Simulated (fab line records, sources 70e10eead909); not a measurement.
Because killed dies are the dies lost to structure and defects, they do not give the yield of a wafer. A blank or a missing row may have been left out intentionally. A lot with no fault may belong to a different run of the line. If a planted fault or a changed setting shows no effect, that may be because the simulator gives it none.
Chamber matching | flow nand-harc | rie-diel-04 running NHARC_A_BLC_STRIP_21: 4 sister chambers
The step strips in O2. 8 wafers are shown with their chamber, then 7 later ones without.

== WAFERS, EACH WITH ITS CHAMBER ==
wafer  | chamber | showerhead-plenum-p-Torr (Torr) | drypump-motor-current-A (A)
L079.3 | 0       | 3.30                            | 5.0
L085.3 | 0       | 3.29                            | 5.1
L085.5 | 1       | 3.37                            | 6.2
L086.1 | 2       | 3.42                            | 5.7
L086.3 | 3       | 3.62                            | 5.3
L086.5 | 2       | 3.42                            | 5.7
L087.2 | 1       | 3.37                            | 6.2
L087.3 | 3       | 3.62                            | 5.3

== WAFERS WHOSE CHAMBER IS MISSING ==
wafer  | showerhead-plenum-p-Torr (Torr) | drypump-motor-current-A (A)
L087.5 | 3.62                            | 5.3
L090.1 | 3.41                            | 5.7
L090.2 | 3.62                            | 5.3
L090.3 | 3.37                            | 6.2
L093.2 | 3.29                            | 5.0
L093.3 | 3.61                            | 5.3
L093.6 | 3.29                            | 5.0

== CHAMBER TAKEN BY EACH ==
wafer  | from the rows above | in truth
L087.5 | 3                   | 3
L090.1 | 2                   | 2
L090.2 | 3                   | 3
L090.3 | 1                   | 1
L093.2 | 0                   | 0
L093.3 | 3                   | 3
L093.6 | 0                   | 0
7 of 7 placed correctly. Number that these rows cannot place: 0. Number placed wrongly: 0.
How it was worked out, from the rows above alone: a wafer's distance from a chamber is the root of the sum, over the readings, of the square of ((its reading less the chamber's mean) divided by the reading's scatter). If the next closest chamber is less than 2 further off than the closest, the wafer can't be placed; otherwise it belongs to the closest. For every chamber, the mean is computed from those of its wafers that are shown. How the scatter is found: for the shown wafers, subtract from each reading the mean of its chamber, square and add these, divide the total by (wafers less chambers), then take the root.
